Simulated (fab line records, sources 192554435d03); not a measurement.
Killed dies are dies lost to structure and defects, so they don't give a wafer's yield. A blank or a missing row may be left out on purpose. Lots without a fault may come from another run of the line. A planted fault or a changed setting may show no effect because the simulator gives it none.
Split-lot experiment | flow n5_finfet | 7 lots, 21 wafers read, on a route of 1938 steps

THE SPLIT
At N5_BEOL_M10_ETCH_62 (etches SOC in N2/H2, target depth 110 nm, overetch 22 nm, time 165 s), the setting time_s was moved away from the recipe's 165 s on 8 of the 21 wafers read, by -21.1% to +20.1%. The other wafers ran this setting at the recipe's value.

The reading is taken at the split's own step.

THE READING
SiARC_of_BEOL_M10_COAT_60.thk_nm (the simulator's own value, which no gauge read), in nm, at N5_BEOL_M10_ETCH_62 (etches SOC in N2/H2, target depth 110 nm, overetch 22 nm, time 165 s). The file gives no usual value for it. The 13 wafers here that ran the recipe average 23.6 nm, standard deviation 0.25 nm.

wafer  | tool, chamber at the split | time_s as run, s | against the recipe | SiARC_of_BEOL_M10_COAT_60.thk_nm, nm | against lot-mates on the recipe
L075.1 | rie_diel-05, 3             | 165              | recipe             | 24.2                                 | -
L075.3 | rie_diel-05, 1             | 165              | recipe             | 23.8                                 | -
L075.4 | rie_diel-05, 0             | 198.1            | +20.1%             | 22.2                                 | -1.8
L079.1 | rie_diel-05, 1             | 165              | recipe             | 23.6                                 | -
L079.3 | rie_diel-05, 2             | 165              | recipe             | 23.8                                 | -
L079.5 | rie_diel-05, 0             | 165              | recipe             | 23.4                                 | -
L081.2 | rie_diel-04, 2             | 165              | recipe             | 23.4                                 | -
L081.4 | rie_diel-04, 0             | 182.9            | +10.8%             | 23.2                                 | -0.4
L081.6 | rie_diel-04, 0             | 165              | recipe             | 23.8                                 | -
L083.1 | rie_diel-06, 0             | 190.1            | +15.2%             | 22.8                                 | no lot-mate on the recipe
L083.4 | rie_diel-06, 1             | 190.1            | +15.2%             | 22.2                                 | no lot-mate on the recipe
L083.5 | rie_diel-06, 2             | 190.1            | +15.2%             | 22.6                                 | no lot-mate on the recipe
L085.1 | rie_diel-06, 2             | 165              | recipe             | 23.4                                 | -
L085.2 | rie_diel-06, 1             | 165              | recipe             | 23.2                                 | -
L085.6 | rie_diel-06, 0             | 165              | recipe             | 23.6                                 | -
L087.1 | rie_diel-05, 2             | 130.2            | -21.1%             | 25.2                                 | +1.8
L087.2 | rie_diel-05, 3             | 130.2            | -21.1%             | 25                                   | +1.6
L087.3 | rie_diel-05, 0             | 165              | recipe             | 23.4                                 | -
L097.1 | rie_diel-05, 2             | 137.1            | -16.9%             | 25                                   | +1.3
L097.3 | rie_diel-05, 3             | 165              | recipe             | 23.8                                 | -
L097.5 | rie_diel-05, 1             | 165              | recipe             | 23.6                                 | -

THE FIT
A straight line over all 21 wafers: SiARC_of_BEOL_M10_COAT_60.thk_nm changes by -0.0706 nm for each +1% of time_s; r = -0.95; the points scatter about the line by 0.25 nm.
The same after taking each lot's own level away (the mean of its wafers on the recipe; 18 wafers): -0.0788 nm for each +1%; r = -0.97; scatter 0.2 nm.
On that fit, the largest move of time_s shifts the reading by 1.7 nm.
The lots' own levels span 23.40 to 24.00 nm, that is 2.4 times the standard deviation above.
So the lot-to-lot level changes the slope: the two fits differ.
Check: with one of the wafers moved furthest among these (-21.1%) left out of the fit, the line predicts +1.63 nm for it against its lot-mates. It came out at +1.8 nm against them.

OTHER SPLITS ON THESE WAFERS
These wafers also went through other splits before the reading. Each is held against what the fit with the lots' levels taken away leaves over:
other split on the same wafers   | wafers away from the commonest value | r with SiARC_of_BEOL_M10_COAT_60.thk_nm (lot level and that fit taken away)
N5_BEOL_M9_TRENCH_ETCH_37 time_s | 3                                    | -0.08

THE WHOLE CHAIN: every reading that the file lists as answering this split, in the file's order
step                   | what it does                                                         | reading                                                                           | change (the file's fit)                                                              | r (the file's)
N5_BEOL_M10_ETCH_62    | etches SOC in N2/H2, target depth 110 nm, overetch 22 nm, time 165 s | SiARC_of_BEOL_M10_COAT_60.thk_nm (the simulator's own value, which no gauge read) | -0.0786 nm for each +1% of the setting                                               | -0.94
N5_BEOL_M10_HM_OPEN_17 | chemistry Cl2/BCl3, target TiN, target depth 20 nm, overetch 6 nm    | etch.depth_nm (the simulator's own value, which no gauge read)                    | not straight: 20.01 at the lowest setting, 20.05 at the recipe, 16.92 at the highest | not given

THE FILE'S OWN FIT
SiARC_of_BEOL_M10_COAT_60.thk_nm changes by -0.0786 nm for each +1% of time_s, r = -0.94.
